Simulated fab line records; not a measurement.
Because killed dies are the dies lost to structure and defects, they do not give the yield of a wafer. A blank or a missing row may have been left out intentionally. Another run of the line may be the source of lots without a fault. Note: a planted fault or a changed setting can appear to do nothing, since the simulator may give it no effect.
fab line records + flow n5-finfet
record
- lots=4
- wafers=12
- last-day=18
route steps=1938 shown FIN_SAQP@90 BEOL_M4@1111 PASSIVATION@1936
lots with no fault: from the same line, run without faults
start-h: hours from the record's opening day to when the first of the lot's shown wafers began + wait-h: time in hours since the lot's previous step + " as in the row above + L1.1+2: a row that stands for several wafers + - no value present, or no start provided + * or withheld: withheld + < > ~ a bound
route shown NAME@n: names a module that has steps shown in the file, with the first one's number in the route + usual: mean/standard deviation of fault-free wafers + same: alike in all rows + chamber/n: place in a boat + sites: readings site by site + _std_site: the values' standard deviation + _edge_site: the outer-site mean with the inner-site mean subtracted + radius-mm: for every site, how far away it sits from the centre of the wafer + mask NAME#n: copy n + behind: tool/chamber where the wafer was last shaped + hold: reason for holding the lot/hours on hold/outcome of the hold + device: transistor that didn't switch, given as n, p or np + end of line: the tests these same wafers got at the end of their route + where a step has no rows: the recipe by itself + killed: count of dies lost to structure and defects at first sort (not the wafer's yield) + map: shows each die of a wafer: x if killed, . if not, _ if none is there
set.NAME: setting as actually run; set.NAME@STEP: the setting as run at that earlier step + model.NAME: the simulator's own value behind a step, which no gauge read
lots at some steps of the route; a table a step, a row a wafer
services: the hour from which a tool's chamber was out of use, counted from the record's first day as start-h (under 0 if before that day), plus the number of hours and why
## steps
# step N5_FIN_SAQP_PRECLEAN_42
# recipe
- chemistry=O3/DIW
- time-s=60
- temp-c=22
- o3-ppm=10
# step N5_FIN_SAQP_PRECLEAN_00
# recipe
- chemistry=SC1
- time-s=60
- temp-c=55
- mix=1:2:50
# step N5_FIN_SAQP_PRECLEAN_44
# recipe
- chemistry=SC2
- time-s=45
- temp-c=35
- mix=1:1:50
# step N5_FIN_SAQP_SRD_01
# recipe
- dry=ipa-marangoni
- time-s=30
- temp-c=23
- rinse-liquid=diw
# step N5_FIN_SAQP_ALD_61
# recipe
- material=SiO2
- target-thk-a=40
- temp-c=300
- ald-precursor-family=BDEAS
- ald-co-reactant=O2-plasma
- pulse-time-s=1
- purge-time-s=2
- co-reactant-purge-time-s=2
- ald-cycles=43
- pressure-torr=2
# step N5_FIN_SAQP_DENSIFY_62
# recipe
- temp-c=700
- time-s=60
- ambient=N2
- idle-temp-c=600
- ramp-up-c-per-s=150
- ramp-down-c-per-s=60
- cool-to-c=600
# step N5_FIN_SAQP_HM_DEP_03
# recipe
- material=SiNx
- target-thk-a=380
- temp-c=400
- precursor=SiH4/NH3/N2
- pressure-torr=1.5
- rf-w=300
- time-s=33.6
# step N5_FIN_SAQP_PECVD_47
# recipe
- material=a-Si
- target-thk-a=450
- temp-c=400
- precursor=SiH4/He
- pressure-torr=3
- rf-w=100
- time-s=36.3
# step N5_FIN_SAQP_PECVD_48
# recipe
- material=SiNx
- target-thk-a=250
- temp-c=400
- precursor=SiH4/NH3/N2
- pressure-torr=1.5
- rf-w=300
- time-s=22.1
# step N5_FIN_SAQP_PECVD_06
# recipe
- material=a-Si
- target-thk-a=600
- temp-c=400
- precursor=SiH4/He
- pressure-torr=3
- rf-w=100
- time-s=48.1
# usual
- heater-power-w=857/74
- showerhead-plenum-p-Torr=5.69/0.057
- throttle-valve-pct=17.9/0.57
| lot.wafer | tool     | chamber | start-h | wait-h | heater-power-w | showerhead-plenum-p-Torr | throttle-valve-pct | model.a-Si_of_FIN_SAQP_PECVD_06.thk-nm |
|-----------|----------|---------|---------|--------|----------------|--------------------------|--------------------|----------------------------------------|
| L820.2    | pecvd-03 | 0       | 45.01   | 0.0    | 825            | 5.65                     | 17.6               | 59.36                                  |
| L820.3    | "        | 2       | "       | "      | 774            | 5.65                     | 18.5               | 60.2                                   |
| L820.6    | "        | 0       | "       | "      | 800            | 5.66                     | 17.8               | 60.61                                  |
| L832.2    | pecvd-03 | 1       | 117.11  | 0.0    | 878            | 5.56                     | 18.9               | 60.34                                  |
| L832.4    | "        | 0       | "       | "      | 810            | 5.66                     | 18.0               | 60.66                                  |
| L832.6    | "        | 2       | "       | "      | 793            | 5.67                     | 18.7               | 56.66                                  |
| L834.2    | pecvd-03 | 2       | 128.57  | 0.0    | 733            | 5.68                     | 18.1               | 55.92                                  |
| L834.5    | "        | 1       | "       | "      | 881            | 5.56                     | 19.0               | 61.42                                  |
| L834.6    | "        | 2       | "       | "      | 729            | 5.68                     | 18.3               | 56.56                                  |
| L838.1    | pecvd-02 | 2       | 152.85  | 0.0    | 866            | 5.70                     | 17.4               | 58.33                                  |
| L838.2    | "        | 0       | "       | "      | 859            | 5.67                     | 18.2               | 59.71                                  |
| L838.3    | "        | 1       | "       | "      | 932            | 5.73                     | 17.8               | 60.2                                   |
# step N5_FIN_SAQP_THK_MEAS_07
# usual
- thk-nm=60.5/0.87
| lot.wafer | tool          | chamber | start-h | wait-h | thk-nm |
|-----------|---------------|---------|---------|--------|--------|
| L820.2    | film-metro-01 | -       | 45.10   | 0.1    | 59.4   |
| L820.3    | "             | -       | "       | "      | 60.2   |
| L820.6    | "             | -       | "       | "      | 60.6   |
| L832.2    | film-metro-01 | -       | 117.20  | 0.1    | 60.3   |
| L832.4    | "             | -       | "       | "      | 60.6   |
| L832.6    | "             | -       | "       | "      | 56.7   |
| L834.2    | film-metro-01 | -       | 128.66  | 0.1    | 55.9   |
| L834.5    | "             | -       | "       | "      | 61.4   |
| L834.6    | "             | -       | "       | "      | 56.5   |
| L838.1    | film-metro-02 | -       | 152.94  | 0.1    | 58.4   |
| L838.2    | "             | -       | "       | "      | 59.7   |
| L838.3    | "             | -       | "       | "      | 60.2   |
# step N5_FIN_SAQP_HM_DEP_72
# recipe
- material=SiO2
- target-thk-a=120
- temp-c=400
- precursor=SiH4/N2O
- pressure-torr=0.75
- rf-w=275
- time-s=7.2
# step N5_FIN_SAQP_COAT_49
# recipe
- resist=SOC
- temp-c=250
- time-s=60
- spin-rpm=1500
- resist-thk-nm=100
# step N5_FIN_SAQP_COAT_50
# recipe
- resist=SiARC
- temp-c=220
- time-s=60
- spin-rpm=1500
- resist-thk-nm=35
# step N5_FIN_SAQP_COAT_10
# recipe
- resist=CAR-ArF
- spin-rpm=1500
- resist-thk-nm=90
# step N5_FIN_SAQP_EBR_12
# recipe
- solvent=PGMEA
- ebr-width-mm=1.5
# step N5_FIN_SAQP_SOFTBAKE_11
# recipe
- temp-c=110
- time-s=60
- resist=CAR-ArF
# step N5_FIN_SAQP_EXPOSE_13
# recipe
- mask-id=FIN_CORE
- na=1.35
- source-shape=dipole
- sigma-inner=0.538
- sigma-outer=0.738
- polarization=te
- target-cd-nm=35.6
- dose-mj=63.25
# step N5_FIN_SAQP_PEB_14
# recipe
- peb-temp-c=withheld
- peb-time-s=60
- resist=CAR-ArF
# step N5_FIN_SAQP_DEVELOP_15
# recipe
- develop-time-s=30
- developer=TMAH
- resist=CAR-ArF
- dev-temp-c=23
- rinse-liquid=diw
- dry=air-spin
# step N5_FIN_SAQP_DESCUM_21
# recipe
- chemistry=O2
- time-s=7.9
- source-power-w=50
- bias-power-w=20
- pressure-mtorr=20
- rf-frequency-hz=2.712e+07
- temp-c=40
- resist=CAR-ArF
- o2-flow-sccm=225
# step N5_FIN_SAQP_ETCH_51
# recipe
- chemistry=CF4
- target=SiARC
- target-depth-a=455
- mask-material=CAR-ArF
- time-s=75.8
- ion-energy-ev=80
- pressure-mtorr=40
- source-w=545
- bias-w=36
- Ar_flow_sccm=100
- cf4-flow-sccm=100
- ends=cleared
# step N5_FIN_SAQP_ETCH_52
# recipe
- chemistry=N2/H2
- target=SOC
- target-depth-a=1000
- overetch-a=200
- mask-material=SiARC
- temp-c=40
- time-s=150
- ion-energy-ev=200
- pressure-mtorr=30
- source-w=840
- bias-w=150
- n2-flow-sccm=200
- h2-flow-sccm=200
- ends=end-point
# step N5_FIN_SAQP_STRIP_53
# recipe
- chemistry=N2/H2
- temp-c=40
- n2-flow-sccm=200
- h2-flow-sccm=200
- rf-frequency-hz=6e+07
# step N5_FIN_SAQP_HM_OPEN_73
# recipe
- chemistry=CHF3/O2
- target=SiO2
- stop-on=a-Si
- target-depth-a=120
- over-etch-frac=1.8
- mask-material=SOC
- time-s=16.8
- pressure-mtorr=30
- source-w=650
- bias-w=170
- Ar_flow_sccm=200
- CHF3_flow_sccm=50
- O2_flow_sccm=5
- ion-energy-ev=200
- ends=end-point
# step N5_FIN_SAQP_STRIP_74
# recipe
- chemistry=CHF3/O2
- resist=SiARC
- rf-frequency-hz=6e+07
# step N5_FIN_SAQP_MANDREL_ETCH_22
# recipe
- target-depth-a=600
- chemistry=HBr/Cl2
- target=a-Si
- stop-on=SiNx
- bt-time-s=10
- over-etch-frac=0.5
- time-s=30
- pressure-mtorr=10
- icp-w=800
- bias-w=75
- HBr_flow_sccm=150
- Cl2_flow_sccm=80
- ends=end-point
# usual
- drypump-motor-current-A=5.74/0.24
- oes-product-au=0.774/0.017
- throttle-valve-pct=35.5/0.44
# same
- bt-time-s=10
| lot.wafer | tool      | chamber | start-h | wait-h | drypump-motor-current-A | oes-product-au | rf-hours-counter-h | throttle-valve-pct | model.etch.depth-nm |
|-----------|-----------|---------|---------|--------|-------------------------|----------------|--------------------|--------------------|---------------------|
| L820.2    | rie-si-01 | 1       | 45.87   | 0.0    | 5.68                    | 0.736          | 154                | 36.2               | 59.36               |
| L820.3    | "         | 0       | "       | "      | 5.71                    | 0.776          | 53                 | 34.9               | 60.05               |
| L820.6    | "         | 2       | "       | "      | 6.01                    | 0.774          | -                  | 35.2               | 60.6                |
| L832.2    | rie-si-03 | 2       | 118.22  | 0.0    | 6.32                    | 0.785          | 55                 | 35.8               | 60.34               |
| L832.4    | "         | 0       | "       | "      | 5.42                    | 0.793          | 156                | 35.2               | 60.65               |
| L832.6    | "         | 3       | "       | "      | 5.24                    | 0.729          | -                  | 36.0               | 56.65               |
| L834.2    | rie-si-01 | 2       | 130.01  | 0.0    | 5.93                    | 0.731          | 25                 | 35.3               | 55.77               |
| L834.5    | "         | 3       | "       | "      | 5.91                    | 0.793          | -                  | 35.2               | 61.42               |
| L834.6    | "         | 2       | "       | "      | 5.96                    | 0.750          | -                  | 35.3               | 56.41               |
| L838.1    | rie-si-06 | 3       | 153.68  | 0.0    | 5.70                    | 0.767          | 26                 | 35.9               | 58.33               |
| L838.2    | "         | 0       | "       | "      | 5.81                    | 0.787          | 160                | 35.7               | 59.7                |
| L838.3    | "         | 1       | "       | "      | 5.65                    | 0.765          | 42                 | 35.7               | 60.17               |
# step N5_FIN_SAQP_STRIP_55
# recipe
- chemistry=N2/H2
- power-w=500
- temp-c=40
- pressure-mtorr=50
- rf-frequency-hz=6e+07
- overash-fraction=0.3
- bias-power-w=28
- h2-frac=0.5
- n2-flow-sccm=300
- h2-flow-sccm=300
# step N5_FIN_SAQP_STRIP_23
# recipe
- chemistry=SPM
- time-s=750
- temp-c=130
- h2so4-h2o2-vol-ratio=4
# step N5_FIN_SAQP_SRD_66
# recipe
- dry=ipa-marangoni
- time-s=30
- temp-c=23
- rinse-liquid=diw
# step N5_FIN_SAQP_RECESS_75
# recipe
- chemistry=HF/NH3
- target=SiO2
- target-depth-a=144
- afs-cycles=3
- temp-c=30
- sublimation-temp-c=180
- sublimation-time-s=60
# step N5_FIN_SAQP_SPACER1_ALD_24
# recipe
- material=SiO2
- target-thk-a=203
- temp-c=300
- ald-precursor-family=BDEAS
- ald-co-reactant=O2-plasma
- pulse-time-s=1
- purge-time-s=2
- co-reactant-purge-time-s=2
- ald-cycles=218
- pressure-torr=2
# step N5_FIN_SAQP_SPACER1_ETCHBACK_25
# recipe
- chemistry=CHF3/O2
- mode=anisotropic-etchback
- target=SiO2
- target-depth-a=244
- time-s=12.2
- pressure-mtorr=30
- source-w=650
- bias-w=170
- Ar_flow_sccm=200
- CHF3_flow_sccm=50
- O2_flow_sccm=5
- ion-energy-ev=200
# usual
- O2_flow_sccm=5.000/0.014
- drypump-motor-current-A=5.8/0.42
- oes_ar_750_au=0.76/0.084
- oes-product-au=0.76/0.092
- rf-vpp-V=529/20
- showerhead-plenum-p-Torr=2.44/0.058
- throttle-valve-pct=18.90/0.21
| lot.wafer | tool        | chamber | start-h | wait-h | O2_flow_sccm | drypump-motor-current-A | oes_ar_750_au | oes-product-au | rf-hours-counter-h | rf-vpp-V | showerhead-plenum-p-Torr | throttle-valve-pct | model.a-Si_of_FIN_SAQP_PECVD_06.thk-nm |
|-----------|-------------|---------|---------|--------|--------------|-------------------------|---------------|----------------|--------------------|----------|--------------------------|--------------------|----------------------------------------|
| L820.2    | rie-diel-06 | 2       | 47.54   | 0.4    | 4.986        | 6.4                     | 0.71          | 0.72           | 224                | 555      | 2.46                     | 18.88              | 58.4                                   |
| L820.3    | "           | 3       | "       | "      | 5.009        | 5.7                     | 0.70          | 0.69           | 230                | 512      | 2.45                     | 18.80              | 59.2                                   |
| L820.6    | "           | 1       | "       | "      | 5.022        | 6.4                     | 0.74          | 0.74           | -                  | 547      | 2.50                     | 18.87              | 59.6                                   |
| L832.2    | rie-diel-06 | 2       | 119.97  | 0.4    | 4.982        | 6.4                     | 0.69          | 0.70           | 252                | 556      | 2.45                     | 18.91              | 59.4                                   |
| L832.4    | "           | 0       | "       | "      | 5.013        | 5.3                     | 0.71          | 0.70           | -                  | 504      | 2.34                     | 19.15              | 59.8                                   |
| L832.6    | "           | 1       | "       | "      | 5.008        | 6.5                     | 0.72          | 0.72           | -                  | 546      | 2.48                     | 18.91              | 55.8                                   |
| L834.2    | rie-diel-04 | 1       | 131.64  | 0.4    | 4.997        | 5.4                     | 0.72          | 0.72           | 214                | 517      | 2.46                     | 18.85              | 54.8                                   |
| L834.5    | "           | 2       | "       | "      | 5.011        | 5.8                     | 0.81          | 0.85           | -                  | 546      | 2.53                     | 18.93              | 60.4                                   |
| L834.6    | "           | 3       | "       | "      | 5.008        | 5.3                     | 0.74          | 0.73           | -                  | 480      | 2.38                     | 19.13              | 55.4                                   |
| L838.1    | rie-diel-06 | 1       | 155.38  | 0.4    | 5.029        | 6.5                     | 0.71          | 0.71           | 247                | 545      | 2.48                     | 18.94              | 57.4                                   |
| L838.2    | "           | 0       | "       | "      | 5.009        | 5.4                     | 0.70          | 0.68           | 200                | 504      | 2.33                     | 19.16              | 58.8                                   |
| L838.3    | "           | 3       | "       | "      | 5.006        | 5.6                     | 0.92          | 0.91           | 13                 | 512      | 2.44                     | 18.44              | 59.2                                   |
# step N5_FIN_SAQP_MANDREL1_REMOVE_56
# recipe
- chemistry=HBr/Cl2/O2
- bt-time-s=10
- target=a-Si
- stop-on=SiNx
- endpoint=OES-SiCl
- over-etch-frac=1
- icp-w=600
- bias-w=22
- HBr_flow_sccm=150
- Cl2_flow_sccm=80
- O2_flow_sccm=5
- pressure-mtorr=10
# step N5_BEOL_M4_RC_MEAS_101
# usual
- DIBL_N=36.1/2
- DIBL_P=36.3/2.5
- IOFF_N=0.16/0.037
- IOFF_P=0.21/0.039
- ION_N=678/15
- ION_P=465/8.7
- SS_N=71.4/0.7
- SS_P=73.3/0.74
- VT_N=249/3.6
- VT_P=-250.0/2.9
| lot.wafer | tool      | chamber | start-h | wait-h | DIBL_N[mV/V] | DIBL_P[mV/V] | IOFF_N[nA/um] | IOFF_P[nA/um] | ION_N[uA/um] | ION_P[uA/um] | SS_N[mV/dec] | SS_P[mV/dec] | VT_N[mV] | VT_P[mV] |
|-----------|-----------|---------|---------|--------|--------------|--------------|---------------|---------------|--------------|--------------|--------------|--------------|----------|----------|
| L820.2    | prober-01 | 0       | 195.98  | 0.2    | 37.2         | 35.3         | 0.16          | 0.21          | 684          | 466          | 71.8         | 73.9         | 249      | -250.5   |
| L820.3    | "         | 0       | "       | "      | 35.7         | 33.3         | 0.12          | 0.18          | 671          | 465          | 71.1         | 72.5         | 255      | -252.7   |
| L820.6    | "         | 0       | "       | "      | 40.8         | 38.9         | 0.23          | 0.28          | 690          | 457          | 72.8         | 74.5         | 245      | -249.0   |
| L832.2    | prober-02 | 0       | 284.11  | 0.2    | 37.8         | 39.4         | 0.20          | 0.21          | 685          | 459          | 71.8         | 73.6         | 243      | -253.1   |
| L832.4    | "         | 0       | "       | "      | 35.1         | 36.4         | 0.14          | 0.18          | 683          | 468          | 71.0         | 73.1         | 250      | -252.0   |
| L832.6    | "         | 0       | "       | "      | 32.7         | 32.8         | 0.12          | 0.14          | 663          | 449          | 70.2         | 72.4         | 252      | -257.2   |
| L834.2    | prober-02 | 0       | 301.57  | 0.2    | 36.1         | 35.3         | 0.17          | 0.19          | 689          | 466          | 71.4         | 72.7         | 245      | -251.4   |
| L834.5    | "         | 0       | "       | "      | 38.8         | 40.0         | 0.20          | 0.27          | 679          | 465          | 72.8         | 74.0         | 248      | -247.3   |
| L834.6    | "         | 0       | "       | "      | 38.2         | 37.8         | 0.20          | 0.23          | 700          | 474          | 72.4         | 73.6         | 248      | -250.3   |
| L838.1    | prober-01 | 0       | 324.98  | 0.0    | 38.4         | 39.4         | 0.22          | 0.26          | 686          | 464          | 72.2         | 73.9         | 245      | -245.6   |
| L838.2    | "         | 0       | "       | "      | 32.9         | 33.3         | 0.13          | 0.17          | 672          | 465          | 70.0         | 73.2         | 248      | -249.2   |
| L838.3    | "         | 0       | "       | "      | 33.2         | 33.9         | 0.13          | 0.19          | 685          | 481          | 70.8         | 72.1         | 249      | -251.4   |
# step N5_PASSIVATION_PROBE_49
# usual
- defect-limited-yield=91.1/1.3
- killed_at_M0_to_M3=32/9.7
- killed_at_M4_up=16/6
- killed-at-contacts=12/5.9
- killed-at-front-end=41/11
- killed-at-other=4/3.1
- killed-dies=104/16
- killed-open=68/12
- killed-short=34/7.4
- sort_bin_5_function=5.1/0.85
- sort_bin_6_memory=3.3/0.66
- sort-n-pass=1075/16
- sort-yield-pct=91.1/1.4
# same
- gross-dies=1180
- killed-at-back-side=0
- sort_bin_4_leakage[%]=0
- sort_bin_8_speed[%]=0
| lot.wafer | tool      | chamber | start-h | wait-h | defect-limited-yield[%] | killed_at_M0_to_M3 | killed_at_M4_up | killed-at-contacts | killed-at-front-end | killed-at-other | killed-dies | killed-open | killed-short | sort_bin_5_function[%] | sort_bin_6_memory[%] | sort-n-pass | sort-yield-pct[%] |
|-----------|-----------|---------|---------|--------|-------------------------|--------------------|-----------------|--------------------|---------------------|-----------------|-------------|-------------|--------------|------------------------|----------------------|-------------|-------------------|
| L832.4    | prober-02 | -       | 394.80  | 0.2    | 92.2                    | 35                 | 5               | 20                 | 31                  | 1               | 92          | 58          | 32           | 5.7                    | 1.9                  | 1088        | 92.2              |
| L834.2    | prober-01 | -       | 412.99  | 0.1    | 91.8                    | 28                 | 11              | 20                 | 34                  | 4               | 97          | 71          | 26           | 5.3                    | 2.8                  | 1083        | 91.8              |
| L834.5    | prober-01 | -       | 413.14  | 0.2    | 91.9                    | 31                 | 9               | 11                 | 42                  | 2               | 95          | 57          | 34           | 5.0                    | 2.5                  | 1085        | 91.9              |
| L834.6    | prober-01 | -       | 413.19  | 0.3    | 92.0                    | 31                 | 10              | 5                  | 44                  | 4               | 94          | 51          | 30           | 4.7                    | 1.9                  | 1086        | 92.0              |
# killed by level:class
L832.4 MOL_CONTACT_COAG:geometric-particle:open=17 BEOL_M0_SAQP:geometric-particle:open=8 FIN_SAQP:geometric-particle:open=6 GATE_CUT:geometric-particle:short=6 BEOL_M2:geometric-particle:open=5 BEOL_M3:geometric-particle:open=5 STI_FIN_REVEAL:geometric-particle:open=4 BEOL_M1:geometric-particle:open=4
L834.2 MOL_CONTACT_COAG:geometric-particle:open=20 FIN_SAQP:geometric-particle:open=8 FIN_SAQP:geometric-particle:short=6 STI_FIN_REVEAL:geometric-particle:open=5 BEOL_M0_SAQP:geometric-particle:short=5 BEOL_M0_SAQP:geometric-particle:open=5 BEOL_M0:geometric-particle:open=5 DUMMY_GATE:geometric-particle:open=4
L834.5 BEOL_M0_SAQP:geometric-particle:open=12 STI_FIN_REVEAL:geometric-particle:open=8 MOL_CONTACT_COAG:geometric-particle:open=8 BEOL_M0_SAQP:geometric-particle:short=7 BEOL_M3:geometric-particle:open=6 ILD0:geometric-particle:short=5 FIN_CUT:geometric-particle:short=4 STI_FIN_REVEAL:geometric-particle:short=4
L834.6 BEOL_M3:geometric-particle:open=13 HKMG_FIN:area-etch=13 STI_FIN_REVEAL:geometric-particle:open=6 ILD0:geometric-particle:short=5 MOL_CONTACT_COAG:geometric-particle:open=5 FIN_SAQP:geometric-particle:short=4 BEOL_M0_SAQP:geometric-particle:short=4 FIN_SAQP:geometric-particle:open=3
## services
| tool        | chamber | start-h | hours | kind                          |
|-------------|---------|---------|-------|-------------------------------|
| rie-si-01   | 3       | 22.50   | -     | clean                         |
| rie-si-01   | 3       | 22.50   | -     | consumable-replace:focus-ring |
| rie-si-01   | 3       | 22.50   | 28.5  | scheduled-down                |
| rie-diel-04 | 2       | 24.36   | 1.3   | repair                        |
| rie-diel-04 | 3       | 33.53   | 8.9   | repair                        |
| rie-diel-04 | 3       | 43.63   | 2.5   | repair                        |
| rie-diel-06 | 3       | 59.63   | 11.1  | repair                        |
| rie-diel-04 | 1       | 64.66   | 7.4   | repair                        |
| rie-diel-06 | 0       | 80.80   | 5.8   | repair                        |
| pecvd-03    | -       | 107.65  | 2.9   | repair                        |
| rie-diel-06 | 3       | 109.47  | -     | clean                         |
| rie-diel-06 | 3       | 109.47  | -     | consumable-replace:focus-ring |
| rie-diel-06 | 3       | 109.47  | 17.5  | scheduled-down                |
| rie-diel-06 | 3       | 109.47  | 17.5  | vent-cycle                    |
| pecvd-03    | 1       | 113.51  | 2.1   | scheduled-down                |
| rie-si-06   | -       | 117.72  | 15.6  | pm                            |
| rie-diel-06 | 2       | 127.08  | -     | clean                         |
| rie-diel-06 | 2       | 127.08  | -     | consumable-replace:focus-ring |
| rie-diel-06 | 2       | 127.08  | 14.0  | scheduled-down                |
| rie-diel-06 | 2       | 127.08  | 14.0  | vent-cycle                    |
| rie-si-06   | -       | 133.32  | 14.6  | pm                            |
| rie-si-06   | 2       | 150.38  | 9.9   | repair                        |
| pecvd-03    | 0       | 152.39  | 2.1   | scheduled-down                |
| pecvd-03    | 2       | 154.52  | 5.5   | scheduled-down                |
## key
first-sign
- step=N5_FIN_SAQP_THK_MEAS_07
- reading=thk-nm
- direction=down
- sigmas=4.7
- usual=*
- struck=*
effect none on later readings
model-effect
- step=N5_FIN_SAQP_PECVD_06
- value=a-Si_of_FIN_SAQP_PECVD_06.thk-nm
- without=61.8
- struck=56.38
model-effect
- step=N5_FIN_SAQP_MANDREL_ETCH_22
- value=etch.depth-nm
- without=61.69
- struck=56.27
model-effect
- step=N5_FIN_SAQP_SPACER1_ETCHBACK_25
- value=a-Si_of_FIN_SAQP_PECVD_06.thk-nm
- without=60.8
- struck=55.33
met-at N5_FIN_SAQP_PECVD_06
struck-wafers L832.6,L834.2,L834.6
baseline-loss
- step=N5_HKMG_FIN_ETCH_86
- wafers=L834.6
onset-between 45.01 117.11
fault
- kind=process-parameter-drift
- tool=pecvd-03
- chamber=2
- onset-h=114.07
- steps=N5_FIN_SAQP_PECVD_06
- channel=time-s
- offset=*
- shape=step
- end-h=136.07
- acts-in=*
- stated=*
# baseline-loss: these wafers lose ten dies or more at that step, a loss of the line's own and not of a fault; the sort's usual values leave them out
